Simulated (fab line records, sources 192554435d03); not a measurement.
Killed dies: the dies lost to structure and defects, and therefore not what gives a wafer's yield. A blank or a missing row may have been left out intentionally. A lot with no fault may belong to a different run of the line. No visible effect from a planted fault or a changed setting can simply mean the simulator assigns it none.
fab line records    flow n5_finfet
[record] lots = 12  wafers = 34  last_day = 19
route steps=1938 shown BEOL_M11@1588 BEOL_M12@1603
lots that met no fault: taken from a fault-free run of the same line
start_h: hours from the record's first day to the start of the lot's first wafer shown    wait_h: time in hours since the lot's previous step    " same as the row above    L1.1+2: one row covering several wafers at once    - no value, or no start was given    * or withheld: withheld    < > ~ a bound
route shown NAME@n: names a module that has steps shown in the file, with the first one's number in the route    usual: mean/standard deviation taken from wafers without a fault    same: alike in all rows    chamber/n: place in a boat    sites: per-site readings    _std_site: standard deviation across them    _edge_site: the outer-site mean with the inner-site mean subtracted    radius_mm: how far each site lies from the wafer's centre    mask NAME#n: copy n    behind: the tool/chamber that last shaped the wafer    hold: what put the lot on hold/how long, in hours/how the hold closed    device: the n, p or np transistor that did not switch    end of line: at the end of the route, the tests of the same wafers    where a step has no rows: the recipe by itself    killed: at the first sort, the dies lost to defects and structure; wafer yield is something else    map: per-die view of a wafer (x killed, . not killed, _ where there is no die)
set.NAME: the setting as run; set.NAME@STEP: as run at that earlier step    model.NAME: the simulator's own value behind a step, which no gauge read
the route's steps for a sample of lots (tables are steps, rows are wafers)
services: from which hour (start_h, from the record's first day; less than 0 if before it) a tool's chamber was out of use, for how many hours, and why
[[steps]]
[step N5_BEOL_M11_DEGAS_44]
[recipe] ambient = vacuum  temp_c = 250  time_s = 60
[usual] heater_power_w = 332/28  susceptor_temp_C = 249.99/0.18
lot.wafer  tool            chamber  start_h  wait_h  heater_power_w  susceptor_temp_C
L626.2     pvd_sputter-02  -        247.18   0.8     328             250.31
L626.5     "               -        "        "       328             249.96
L626.6     "               -        "        "       322             249.97
L627.1     pvd_sputter-03  -        261.93   0.3     301             250.12
L627.5     "               -        "        "       387             249.89
L627.6     "               -        "        "       298             249.70
L629.3     pvd_sputter-03  -        264.37   1.6     331             247.23
L629.4     "               -        "        "       378             246.96
L629.6     "               -        "        "       318             247.14
L634.2     pvd_sputter-03  -        298.10   0.5     294             247.21
L634.4     "               -        "        "       375             247.30
L634.6     "               -        "        "       290             247.60
L637.1     pvd_sputter-02  -        315.32   0.5     365             249.85
L637.2     "               -        "        "       330             249.58
L637.3     "               -        "        "       328             249.97
L638.1     pvd_sputter-01  -        332.26   0.3     375             249.92
L638.4     "               -        "        "       288             249.52
L638.6     "               -        "        "       274             249.62
L636.3     pvd_sputter-02  -        333.98   1.5     322             250.10
L636.4     "               -        "        "       319             249.68
L636.6     "               -        "        "       323             249.73
L641.2     pvd_sputter-03  -        369.71   0.8     297             249.82
L641.4     "               -        "        "       339             249.75
L642.4     pvd_sputter-02  -        374.51   0.3     316             249.98
L642.5     "               -        "        "       318             250.15
L642.6     "               -        "        "       368             250.14
L644.2     pvd_sputter-03  -        376.19   0.4     295             250.05
L644.3     "               -        "        "       306             250.14
L644.6     "               -        "        "       284             250.06
L645.2     pvd_sputter-03  -        399.46   0.4     294             250.01
L645.3     "               -        "        "       290             249.95
L645.4     "               -        "        "       386             250.03
L646.1     pvd_sputter-02  -        402.16   2.7     319             249.86
L646.3     "               -        "        "       313             249.78
[step N5_BEOL_M11_PRE_CLEAN_45]
[recipe] gas = H2/He  time_s = 30  temp_c = 250
[usual] heater_power_w = 331/28
lot.wafer  tool            chamber  start_h  wait_h  heater_power_w
L626.2     pvd_sputter-02  -        247.22   0.0     333
L626.5     "               -        "        "       325
L626.6     "               -        "        "       325
L627.1     pvd_sputter-03  -        261.97   0.0     293
L627.5     "               -        "        "       385
L627.6     "               -        "        "       296
L629.3     pvd_sputter-03  -        264.41   0.0     335
L629.4     "               -        "        "       381
L629.6     "               -        "        "       327
L634.2     pvd_sputter-03  -        298.14   0.0     293
L634.4     "               -        "        "       384
L634.6     "               -        "        "       295
L637.1     pvd_sputter-02  -        315.36   0.0     368
L637.2     "               -        "        "       321
L637.3     "               -        "        "       327
L638.1     pvd_sputter-01  -        332.30   0.0     375
L638.4     "               -        "        "       281
L638.6     "               -        "        "       290
L636.3     pvd_sputter-02  -        334.02   0.0     315
L636.4     "               -        "        "       319
L636.6     "               -        "        "       323
L641.2     pvd_sputter-03  -        369.75   0.0     289
L641.4     "               -        "        "       324
L642.4     pvd_sputter-02  -        374.55   0.0     307
L642.5     "               -        "        "       323
L642.6     "               -        "        "       376
L644.2     pvd_sputter-03  -        376.23   0.0     291
L644.3     "               -        "        "       301
L644.6     "               -        "        "       296
L645.2     pvd_sputter-03  -        399.50   0.0     298
L645.3     "               -        "        "       299
L645.4     "               -        "        "       383
L646.1     pvd_sputter-02  -        402.20   0.0     320
L646.3     "               -        "        "       314
[step N5_BEOL_M11_CMP_52]
[recipe] stop_on = SiCOH_lowk  t_overpolish_s = 7  down_force_psi = 1  platen_rpm = 50  clearing_platen_down_force_psi = 1.5  clearing_platen_rpm = 50  post_cmp_clean = cu_alkaline  target_thk_nm = 140  clearing_platen_pad_velocity_m_s = 0.99484  pad_velocity_m_s = 0.99484
[usual] barrier_field_endpoint_s = 29.0/0.63  motor_current_A = 6.1/0.52  overpolish_run_s = 7.000/0.0089  time_to_endpoint_s = 65.9/2.5
lot.wafer  tool    chamber  start_h  wait_h  barrier_field_endpoint_s  motor_current_A  overpolish_run_s  time_to_endpoint_s
L626.2     cmp-03  0        248.67   0.2     28.6                      6.5              7.020             67.2
L626.6     "       0        "        "       29.3                      6.4              6.982             67.6
L626.5     "       1        "        "       29.8                      7.2              6.999             66.7
L627.1     cmp-02  2        263.97   0.3     28.7                      6.3              7.001             68.7
L627.6     "       2        "        "       29.9                      6.1              7.016             69.2
L627.5     "       3        "        "       28.9                      5.7              7.012             69.9
L629.3     cmp-03  3        265.55   0.2     29.9                      5.6              6.991             68.6
L629.4     "       1        "        "       28.6                      6.8              7.018             66.2
L629.6     "       3        "        "       30.2                      5.6              6.994             70.2
L634.2     cmp-02  3        299.54   0.2     30.9                      5.8              6.988             73.1
L634.4     "       0        "        "       29.7                      6.5              7.003             66.8
L634.6     "       3        "        "       30.6                      6.0              7.001             73.5
L637.3     cmp-03  3        317.71   0.2     29.6                      6.0              7.013             65.5
L637.2     "       0        "        "       29.0                      6.1              6.993             67.7
L637.1     "       1        "        "       28.2                      6.8              7.019             64.1
L638.4     cmp-03  3        334.42   0.1     29.5                      5.6              7.004             67.9
L638.1     "       2        "        "       28.5                      5.8              6.987             66.1
L638.6     "       0        "        "       29.5                      6.0              7.010             66.1
L636.4     cmp-03  0        335.55   0.2     30.1                      6.3              6.994             68.4
L636.3     "       2        "        "       28.9                      5.2              6.999             67.4
L636.6     "       1        "        "       29.6                      6.8              6.996             65.5
L641.2     cmp-04  2        370.93   0.2     28.2                      7.0              7.002             63.1
L641.4     "       3        "        "       28.3                      6.6              6.989             61.9
L642.4     cmp-03  3        375.75   0.2     28.8                      5.4              6.987             64.4
L642.6     "       1        "        "       27.9                      7.0              6.999             63.9
L642.5     "       2        "        "       29.0                      5.5              6.994             66.9
L644.3     cmp-04  0        380.94   0.3     28.6                      5.8              6.995             65.4
L644.2     "       1        "        "       28.1                      6.7              7.001             65.6
L644.6     "       3        "        "       28.1                      6.4              6.990             61.8
L645.2     cmp-02  2        402.53   0.2     29.0                      6.3              6.998             65.8
L645.3     "       3        "        "       30.1                      6.1              7.022             70.0
L645.4     "       0        "        "       28.5                      6.1              6.991             63.2
L646.1     cmp-02  3        403.35   0.3     30.1                      6.0              6.998             70.3
L646.3     "       1        "        "       28.4                      5.4              7.004             67.3
[step N5_BEOL_M12_THK_MEAS_01]
[recipe] reads = SiOC_of_BEOL_M12_ILD_DEP_00
[usual] M12_ILD_THK = 658/9.2
lot.wafer  tool           chamber  start_h  wait_h  M12_ILD_THK[nm]
L626.2     film_metro-02  -        249.34   0.1     653
L626.5     "              -        "        "       654
L626.6     "              -        "        "       672
L627.1     film_metro-02  -        264.58   0.1     655
L627.5     "              -        "        "       674
L627.6     "              -        "        "       667
L629.3     film_metro-02  -        266.17   0.1     663
L629.4     "              -        "        "       663
L629.6     "              -        "        "       681
L634.2     film_metro-01  -        300.15   0.1     656
L634.4     "              -        "        "       662
L634.6     "              -        "        "       658
L637.1     film_metro-02  -        318.29   0.1     660
L637.2     "              -        "        "       657
L637.3     "              -        "        "       654
L638.1     film_metro-02  -        335.03   0.1     661
L638.4     "              -        "        "       662
L638.6     "              -        "        "       667
L636.3     film_metro-02  -        336.17   0.1     642
L636.4     "              -        "        "       663
L636.6     "              -        "        "       655
L641.2     film_metro-02  -        371.60   0.1     655
L641.4     "              -        "        "       657
L642.4     film_metro-02  -        376.34   0.1     656
L642.5     "              -        "        "       655
L642.6     "              -        "        "       664
L644.2     film_metro-02  -        381.48   0.1     649
L644.3     "              -        "        "       649
L644.6     "              -        "        "       657
L645.2     film_metro-01  -        403.17   0.1     647
L645.3     "              -        "        "       655
L645.4     "              -        "        "       650
L646.1     film_metro-01  -        403.96   0.1     651
L646.3     "              -        "        "       652
[[services]]
tool            chamber  start_h  hours  kind
cmp-03          -        224.16   0.9    repair
cmp-02          -        240.69   4.6    pm
cmp-02          -        270.72   4.0    pm
pvd_sputter-03  -        294.50   0.8    repair
cmp-04          -        296.61   0.9    repair
cmp-02          -        303.82   0.9    repair
cmp-03          -        324.96   4.0    pm
cmp-02          -        327.71   16.8   pm
cmp-03          -        328.96   -      consumable_replace:conditioner
cmp-03          -        328.96   -      consumable_replace:pad
cmp-04          -        329.53   6.7    pm
cmp-04          -        341.12   1.1    repair
pvd_sputter-03  -        376.74   2.5    repair
cmp-04          -        386.88   4.0    pm
cmp-04          -        390.88   -      consumable_replace:conditioner
cmp-04          -        390.88   -      consumable_replace:pad
pvd_sputter-01  -        396.40   1.4    repair
cmp-04          -        399.30   7.2    pm
[[key]]
[first_sign] step = N5_BEOL_M11_DEGAS_44  reading = susceptor_temp_C  direction = down  sigmas = 15  usual = *  struck = *
effect none on later readings
met_at N5_BEOL_M11_DEGAS_44
struck_lots L629,L634
not_acting_at N5_BEOL_M11_PRE_CLEAN_45,N5_BEOL_M11_CMP_52,N5_BEOL_M12_THK_MEAS_01
onset_between 261.93 264.37
[fault] kind = process_parameter_drift  tool = pvd_sputter-03  chamber = -  onset_h = 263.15  steps = N5_BEOL_M11_DEGAS_44  channel = temp_c  offset = *  shape = step  end_h = 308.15  acts_in = *  stated = *
